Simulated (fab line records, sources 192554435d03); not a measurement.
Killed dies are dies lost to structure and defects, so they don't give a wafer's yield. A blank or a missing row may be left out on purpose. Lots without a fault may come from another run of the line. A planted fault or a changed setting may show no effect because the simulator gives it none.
fab line records | flow n5_finfet
record lots=11 wafers=30 last_day=18
route steps=1938 shown BEOL_M11@1571 PASSIVATION@1936
lots that met no fault: from a run of the same line without faults
start_h: hours from the record's first day to the start of the lot's first wafer shown | wait_h: hours since the lot's step before | " the same as in the row above | L1.1+2: a row that stands for several wafers | - no value, or no start given | * or withheld: withheld | < > ~ a bound
route shown NAME@n: a module of which the file shows steps, and the number in the route of the first | usual: mean/standard deviation of fault-free wafers | same: alike in all rows | chamber/n: place in a boat | sites: the reading at each site | _std_site: their standard deviation | _edge_site: outer sites' mean less inner sites' | radius_mm: how far each site lies from the wafer's centre | mask NAME#n: copy n | behind: the tool/chamber that last shaped the wafer | hold: why the lot was held/for how many hours/how that ended | device: the transistor (n, p or np) that didn't switch | end of line: the same wafers' tests at the end of the route | a step without rows: its recipe alone | killed: dies lost to structure and defects at the first sort, not the wafer's yield | map: a wafer's dies, x killed, . not, _ none there
set.NAME: the setting as run; set.NAME@STEP: as run at that earlier step | model.NAME: the simulator's own value behind a step, which no gauge read
steps of the route over a sample of lots; a table a step, a row a wafer
services: from which hour (start_h, from the record's first day; less than 0 if before it) a tool's chamber was out of use, for how many hours, and why
## steps
# step N5_BEOL_M11_DESCUM_33
# recipe chemistry=O2 time_s=7.9 source_power_w=50 bias_power_w=20 pressure_mtorr=20 rf_frequency_hz=2.712e+07 temp_c=40 resist=CAR-ArF o2_flow_sccm=225
# usual drypump_motor_current_A=5.5/0.37 oes_product_au=0.76/0.076 rf_vpp_V=242.4/1.5 showerhead_plenum_p_Torr=2.04/0.078 throttle_valve_pct=20.60/0.2
# columns lot.wafer tool chamber start_h wait_h drypump_motor_current_A oes_product_au rf_hours_counter_h rf_vpp_V showerhead_plenum_p_Torr throttle_valve_pct
L919.3 rie_diel-03 0 223.18 0.0 5.7 0.75 146 239.5 1.94 20.62
L919.4 " 1 " " 5.6 0.71 204 243.9 2.08 20.47
L919.5 " 1 " " 5.6 0.72 - 242.4 2.08 20.48
L922.2 rie_diel-03 0 239.58 0.2 5.7 0.74 152 239.2 1.94 20.63
L922.3 " 2 " " 5.1 0.72 194 243.8 2.17 20.66
L924.4 rie_diel-04 0 241.37 0.0 6.1 0.78 143 241.4 2.00 20.39
L924.5 " 2 " " 4.8 0.88 - 241.8 2.05 20.25
L924.6 " 3 " " 4.9 0.70 - 242.3 2.05 20.44
L925.2 rie_diel-03 1 266.63 0.0 5.6 0.72 217 242.8 2.08 20.50
L925.5 " 0 " " 5.7 0.74 - 240.4 1.94 20.64
L925.6 " 1 " " 5.5 0.71 - 241.6 2.08 20.52
L927.2 rie_diel-03 0 293.70 0.4 5.7 0.72 171 241.5 1.93 20.64
L927.4 " 3 " " 5.7 0.72 192 242.9 1.98 20.79
L927.5 " 3 " " 5.7 0.72 - 241.2 1.98 20.81
L929.1 rie_diel-04 2 301.20 0.4 4.8 0.84 73 241.2 2.04 20.32
L929.5 " 3 " " 4.9 0.69 - 241.7 2.05 20.46
L929.6 " 0 " " 6.0 0.75 - 239.7 1.99 20.44
L936.1 rie_diel-04 2 334.69 1.2 4.8 0.84 87 241.4 2.03 20.33
L936.3 " 1 " " 5.5 0.86 59 243.4 2.13 20.80
L939.2 rie_diel-03 0 351.97 0.2 5.7 0.72 196 240.1 1.92 20.69
L939.6 " 0 " " 5.7 0.70 - 239.7 1.92 20.69
L940.1 rie_diel-04 2 367.50 0.0 4.8 0.82 99 242.9 2.03 20.35
L940.2 " 1 " " 5.5 0.85 71 243.8 2.13 20.82
L940.5 " 0 " " 6.0 0.73 - 240.8 1.98 20.47
L941.1 rie_diel-04 1 371.43 0.4 5.5 0.84 73 242.8 2.12 20.82
L941.3 " 3 " " 4.9 0.97 4 242.7 2.04 20.21
L941.4 " 2 " " 4.8 0.82 101 242.1 2.03 20.34
L942.1 rie_diel-04 2 384.41 0.0 4.8 0.81 104 242.3 2.03 20.34
L942.2 " 3 " " 4.9 0.97 7 242.3 2.04 20.19
L942.5 " 2 " " 4.8 0.82 - 241.0 2.03 20.36
# step N5_BEOL_M11_ETCH_65
# recipe chemistry=CF4 target=SiARC target_depth_a=390 mask_material=CAR-ArF time_s=65 ion_energy_ev=80 pressure_mtorr=40 source_w=545 bias_w=36 Ar_flow_sccm=100 cf4_flow_sccm=100 ends=cleared
# usual drypump_motor_current_A=5.5/0.37 etch_rf_on_time_s=65.3/1.2 mfc_ar_sccm=100.04/0.28 oes_product_au=0.65/0.067 rf_vpp_V=183.5/1.4 showerhead_plenum_p_Torr=2.09/0.078 throttle_valve_pct=15.79/0.22
# columns lot.wafer tool chamber start_h wait_h drypump_motor_current_A etch_rf_on_time_s mfc_ar_sccm oes_product_au rf_hours_counter_h rf_vpp_V showerhead_plenum_p_Torr throttle_valve_pct
L919.3 rie_diel-03 0 223.22 0.0 5.7 65.8 100.16 0.63 146 182.2 1.98 15.67
L919.4 " 1 " " 5.6 64.6 99.89 0.61 204 183.4 2.11 15.54
L919.5 " 1 " " 5.6 65.3 100.12 0.61 - 183.6 2.11 15.54
L922.2 rie_diel-03 0 239.62 0.0 5.7 67.3 99.60 0.62 152 182.9 1.98 15.67
L922.3 " 2 " " 5.2 65.3 100.16 0.61 194 184.4 2.22 15.90
L924.4 rie_diel-04 0 241.40 0.0 6.0 65.1 99.87 0.66 143 183.6 2.06 15.68
L924.5 " 2 " " 4.8 65.4 99.65 0.74 - 183.9 2.09 15.37
L924.6 " 3 " " 4.9 63.4 100.02 0.61 - 183.3 2.13 15.87
L925.2 rie_diel-03 1 266.67 0.0 5.5 64.9 100.28 0.60 217 183.7 2.10 15.56
L925.5 " 0 " " 5.7 66.3 99.89 0.63 - 181.4 1.98 15.70
L925.6 " 1 " " 5.6 65.5 99.77 0.60 - 184.5 2.10 15.57
L927.2 rie_diel-03 0 293.74 0.0 5.7 68.0 99.81 0.62 171 184.2 1.97 15.73
L927.4 " 3 " " 5.7 66.9 99.84 0.61 192 183.8 2.05 16.08
L927.5 " 3 " " 5.7 67.5 99.72 0.60 - 183.0 2.05 16.08
L929.1 rie_diel-04 2 301.23 0.0 4.8 65.6 99.94 0.71 73 182.2 2.08 15.41
L929.5 " 3 " " 4.9 62.9 99.99 0.60 - 184.9 2.12 15.89
L929.6 " 0 " " 6.0 63.8 100.44 0.66 - 183.1 2.05 15.73
L936.1 rie_diel-04 2 334.72 0.0 4.9 65.4 99.98 0.69 87 181.1 2.08 15.46
L936.3 " 1 " " 5.5 63.7 100.05 0.75 59 184.6 2.18 15.89
L939.2 rie_diel-03 0 352.00 0.0 5.7 66.6 100.18 0.60 196 180.9 1.96 15.77
L939.6 " 0 " " 5.7 66.5 100.12 0.60 - 181.0 1.96 15.77
L940.1 rie_diel-04 2 367.53 0.0 4.8 65.5 100.03 0.69 99 182.2 2.07 15.48
L940.2 " 1 " " 5.5 63.8 100.30 0.73 71 184.7 2.17 15.90
L940.5 " 0 " " 6.0 64.9 99.85 0.64 - 183.8 2.04 15.81
L941.1 rie_diel-04 1 371.47 0.0 5.5 62.6 99.83 0.73 73 182.4 2.17 15.90
L941.3 " 3 " " 4.9 63.7 99.72 0.86 4 183.6 2.11 15.48
L941.4 " 2 " " 4.8 65.6 99.88 0.69 101 182.4 2.07 15.45
L942.1 rie_diel-04 2 384.44 0.0 4.8 65.4 100.60 0.68 104 182.3 2.07 15.49
L942.2 " 3 " " 4.9 63.7 100.30 0.84 7 183.1 2.11 15.48
L942.5 " 2 " " 4.8 65.3 100.35 0.68 - 182.7 2.07 15.48
# step N5_BEOL_M11_HM_STRIP_39
# recipe chemistry=peroxide_tin_strip material=TiN target_depth_a=250 temp_c=50 time_s=158
# usual run_length_s=165/3.1
# columns lot.wafer tool chamber start_h wait_h run_length_s
L919.3 wet_bench-05 4 223.72 0.0 172
L919.4 " 2 " " 169
L919.5 " 3 " " 171
L922.2 wet_bench-04 6 240.15 0.1 162
L922.3 " 7 " " 163
L924.4 wet_bench-04 2 241.89 0.0 165
L924.5 " 1 " " 164
L924.6 " 7 " " 163
L925.2 wet_bench-05 1 267.16 0.0 164
L925.5 " 6 " " 165
L925.6 " 5 " " 163
L927.2 wet_bench-02 2 294.23 0.0 163
L927.4 " 7 " " 165
L927.5 " 5 " " 164
L929.1 wet_bench-02 2 301.73 0.0 164
L929.5 " 3 " " 164
L929.6 " 1 " " 162
L936.1 wet_bench-02 3 335.21 0.0 179
L936.3 " 6 " " 178
L939.2 wet_bench-04 5 352.49 0.0 163
L939.6 " 4 " " 164
L940.1 wet_bench-05 0 368.02 0.0 163
L940.2 " 3 " " 164
L940.5 " 7 " " 162
L941.1 wet_bench-05 5 371.96 0.0 163
L941.3 " 2 " " 162
L941.4 " 7 " " 163
L942.1 wet_bench-05 2 384.93 0.0 170
L942.2 " 4 " " 172
L942.5 " 6 " " 173
# step N5_BEOL_M11_PRE_CLEAN_45
# recipe gas=H2/He time_s=30 temp_c=250
# usual heater_power_w=338/47
# columns lot.wafer tool chamber start_h wait_h heater_power_w
L919.3 pvd_sputter-03 - 224.56 0.0 286
L919.4 " - " " 362
L919.5 " - " " 306
L922.2 pvd_sputter-03 - 240.88 0.0 294
L922.3 " - " " 312
L924.4 pvd_sputter-03 - 242.72 0.0 348
L924.5 " - " " 312
L924.6 " - " " 290
L925.2 pvd_sputter-02 - 267.73 0.0 347
L925.5 " - " " 429
L925.6 " - " " 355
L927.2 pvd_sputter-01 - 295.15 0.0 328
L927.4 " - " " 382
L927.5 " - " " 271
L929.1 pvd_sputter-03 - 302.94 0.0 311
L929.5 " - " " 354
L929.6 " - " " 352
L936.1 pvd_sputter-01 - 337.39 0.0 328
L936.3 " - " " 274
L939.2 pvd_sputter-02 - 353.11 0.0 350
L939.6 " - " " 423
L940.1 pvd_sputter-01 - 368.58 0.0 393
L940.2 " - " " 280
L940.5 " - " " 287
L941.1 pvd_sputter-03 - 372.48 0.0 360
L941.3 " - " " 363
L941.4 " - " " 293
L942.1 pvd_sputter-01 - 385.49 0.0 284
L942.2 " - " " 392
L942.5 " - " " 377
# step N5_PASSIVATION_PROBE_49
# usual defect_limited_yield=91.0/1.5 killed_at_M0_to_M3=35/12 killed_at_M4_up=15/5.8 killed_at_contacts=14/7.2 killed_at_front_end=40/10 killed_at_other=3/3 killed_dies=106/18 killed_open=68/14 killed_short=35/7.2 sort_bin_5_function=5.2/0.96 sort_bin_6_memory=3.3/0.69 sort_n_pass=1074/18 sort_yield_pct=91.0/1.5
# same gross_dies=1180 killed_at_back_side=0 sort_bin_4_leakage[%]=0 sort_bin_8_speed[%]=0
# columns lot.wafer tool chamber start_h wait_h defect_limited_yield[%] killed_at_M0_to_M3 killed_at_M4_up killed_at_contacts killed_at_front_end killed_at_other killed_dies killed_open killed_short sort_bin_5_function[%] sort_bin_6_memory[%] sort_n_pass sort_yield_pct[%]
L927.2 prober-02 - 335.48 0.1 90.3 37 16 12 49 1 115 76 35 6.4 3.0 1065 90.3
L927.4 prober-02 - 335.58 0.2 88.9 46 25 33 18 9 131 96 33 7.0 3.8 1049 88.9
L927.5 prober-02 - 335.63 0.2 89.5 40 24 23 36 1 124 80 35 5.8 4.2 1056 89.5
L929.1 prober-02 - 336.24 0.0 91.2 36 16 18 34 0 104 79 21 4.7 3.9 1076 91.2
L929.5 prober-02 - 336.44 0.2 91.1 20 11 23 51 0 105 57 45 5.7 2.9 1075 91.1
L929.6 prober-02 - 336.49 0.3 90.9 34 10 14 45 4 107 68 36 5.1 3.6 1073 90.9
L936.1 prober-02 - 378.05 0.0 91.8 46 13 4 31 3 97 58 36 5.1 2.9 1083 91.8
L936.3 prober-02 - 378.15 0.1 92.9 34 9 3 38 0 84 43 38 3.9 2.8 1096 92.9
L941.1 prober-02 - 413.96 0.3 89.7 31 19 17 52 2 121 82 38 6.2 3.7 1059 89.7
L941.3 prober-02 - 414.06 0.4 91.1 14 21 20 45 5 105 67 34 5.3 3.1 1075 91.1
L941.4 prober-02 - 414.11 0.5 89.4 26 13 30 51 5 125 83 40 5.8 4.3 1055 89.4
L942.1 prober-02 - 424.96 0.0 91.7 23 7 10 43 15 98 65 33 4.9 3.1 1082 91.7
L942.2 prober-02 - 425.01 0.1 88.8 32 18 11 62 9 132 96 35 7.1 3.9 1048 88.8
L942.5 prober-02 - 425.16 0.2 88.6 37 15 9 62 11 134 89 43 6.4 4.5 1046 88.6
# killed by level:class
L927.2 FIN_SAQP:geometric_particle:open=20 MOL_CONTACT_COAG:geometric_particle:open=11 BEOL_M3:geometric_particle:open=11 BEOL_M0_SAQP:geometric_particle:short=8 FIN_SAQP:geometric_particle:short=7 BEOL_M4:geometric_particle:open=6 STI_FIN_REVEAL:geometric_particle:open=5 DUMMY_GATE:geometric_particle:open=4
L927.4 MOL_CONTACT_COAG:geometric_particle:open=26 BEOL_M3:geometric_particle:open=14 BEOL_M4:geometric_particle:open=13 BEOL_M1:geometric_particle:open=9 BEOL_M2:geometric_particle:open=9 DUMMY_GATE:geometric_particle:open=8 MOL_CONTACT_COAG:geometric_particle:short=7 BEOL_M2:geometric_particle:short=4
L927.5 MOL_CONTACT_COAG:geometric_particle:open=20 BEOL_M3:geometric_particle:open=11 BEOL_M4:geometric_particle:open=9 BEOL_M0_SAQP:geometric_particle:open=8 BEOL_M4:geometric_particle:short=8 HKMG_FIN:area_etch=6 DUMMY_GATE:geometric_particle:open=5 GATE_CUT:geometric_particle:short=5
L929.1 MOL_CONTACT_COAG:geometric_particle:open=13 FIN_SAQP:geometric_particle:open=9 BEOL_M1:geometric_particle:open=9 DUMMY_GATE:geometric_particle:open=7 BEOL_M0:geometric_particle:open=7 BEOL_M0_SAQP:geometric_particle:short=6 BEOL_M0_SAQP:geometric_particle:open=5 BEOL_M5:geometric_particle:open=4
L929.5 FIN_SAQP:geometric_particle:short=17 MOL_CONTACT_COAG:geometric_particle:open=17 FIN_SAQP:geometric_particle:open=11 BEOL_M0_SAQP:geometric_particle:open=7 BEOL_M0_SAQP:geometric_particle:short=6 ILD0:geometric_particle:short=5 GATE_CUT:geometric_particle:open=4 MOL_CONTACT_COAG:geometric_particle:short=4
L929.6 FIN_SAQP:geometric_particle:short=15 MOL_CONTACT_COAG:geometric_particle:open=11 FIN_SAQP:geometric_particle:open=8 BEOL_M0:geometric_particle:open=7 BEOL_M1:geometric_particle:open=6 BEOL_M2:geometric_particle:open=6 STI_FIN_REVEAL:geometric_particle:open=4 BEOL_M0_SAQP:geometric_particle:short=4
L936.1 BEOL_M1:geometric_particle:open=11 BEOL_M3:geometric_particle:open=11 BEOL_M0_SAQP:geometric_particle:short=9 BEOL_M0_SAQP:geometric_particle:open=5 FIN_SAQP:geometric_particle:open=4 MOL_CONTACT_COAG:geometric_particle:open=4 BEOL_M4:geometric_particle:open=4 STARTING-WAFER:geometric_particle:open=4
L936.3 FIN_SAQP:geometric_particle:short=13 FIN_SAQP:geometric_particle:open=10 BEOL_M0_SAQP:geometric_particle:short=9 BEOL_M3:geometric_particle:open=9 BEOL_M1:geometric_particle:open=4 STARTING-WAFER:geometric_particle:short=4 ILD0:geometric_particle:short=3 GATE_CUT:geometric_particle:short=3
L941.1 MOL_CONTACT_COAG:geometric_particle:open=16 STI_FIN_REVEAL:geometric_particle:open=12 BEOL_M0_SAQP:geometric_particle:short=10 FIN_SAQP:geometric_particle:open=9 FIN_SAQP:geometric_particle:short=9 BEOL_M0_SAQP:geometric_particle:open=9 DUMMY_GATE:geometric_particle:open=5 STARTING-WAFER:geometric_particle:open=5
L941.3 MOL_CONTACT_COAG:geometric_particle:open=17 STI_FIN_REVEAL:geometric_particle:open=15 BEOL_M4:geometric_particle:open=11 BEOL_M4:geometric_particle:short=5 FIN_SAQP:geometric_particle:open=4 STI_FIN_REVEAL:geometric_particle:short=4 GATE_CUT:geometric_particle:short=4 BEOL_M0_SAQP:geometric_particle:short=4
L941.4 MOL_CONTACT_COAG:geometric_particle:open=20 STI_FIN_REVEAL:geometric_particle:open=16 BEOL_M0_SAQP:geometric_particle:open=12 MOL_CONTACT_COAG:geometric_particle:short=10 BEOL_M0_SAQP:geometric_particle:short=8 BEOL_M4:geometric_particle:open=7 FIN_SAQP:geometric_particle:open=5 DUMMY_GATE:geometric_particle:open=5
L942.1 STI_FIN_REVEAL:geometric_particle:open=11 MOL_CONTACT_COAG:geometric_particle:open=8 FIN_SAQP:geometric_particle:short=7 FIN_SAQP:geometric_particle:open=6 GATE_CUT:geometric_particle:short=5 BEOL_M0_SAQP:geometric_particle:open=5 BEOL_M2:geometric_particle:open=5 GATE_CUT:geometric_particle:open=3
L942.2 STI_FIN_REVEAL:geometric_particle:open=18 FIN_SAQP:geometric_particle:open=12 BEOL_M4:geometric_particle:open=11 BEOL_M2:geometric_particle:open=10 BEOL_M0_SAQP:geometric_particle:open=9 MOL_CONTACT_COAG:geometric_particle:open=9 BEOL_M0_SAQP:geometric_particle:short=7 FIN_SAQP:geometric_particle:short=5
L942.5 STI_FIN_REVEAL:geometric_particle:open=19 BEOL_M3:geometric_particle:open=10 BEOL_M2:geometric_particle:open=9 FIN_SAQP:geometric_particle:short=8 BEOL_M4:geometric_particle:open=8 BEOL_M0_SAQP:geometric_particle:open=8 FIN_SAQP:geometric_particle:open=7 GATE_CUT:geometric_particle:short=6
## services
# columns tool chamber start_h hours kind
wet_bench-05 - 220.35 3.3 repair
rie_diel-04 3 337.03 - clean
rie_diel-04 3 337.03 - consumable_replace:focus_ring
rie_diel-04 3 337.03 21.8 scheduled_down
rie_diel-04 3 337.03 21.8 vent_cycle
rie_diel-03 1 343.93 - clean
rie_diel-03 1 343.93 - consumable_replace:focus_ring
rie_diel-03 1 343.93 22.8 scheduled_down
rie_diel-03 1 343.93 22.8 vent_cycle
pvd_sputter-03 - 380.85 4.3 repair
## key
first_sign step=N5_BEOL_M11_HM_STRIP_39 reading=run_length_s direction=up sigmas=4.4 usual=* struck=*
effect none on later readings
met_at N5_BEOL_M11_HM_STRIP_39
struck_lots L936
not_acting_at N5_BEOL_M11_DESCUM_33,N5_BEOL_M11_ETCH_65,N5_BEOL_M11_PRE_CLEAN_45
onset_between 301.73 335.21
fault kind=process_parameter_drift tool=wet_bench-02 chamber=- onset_h=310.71 steps=N5_BEOL_M11_HM_STRIP_39 channel=time_s offset=* shape=step end_h=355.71 acts_in=* stated=*
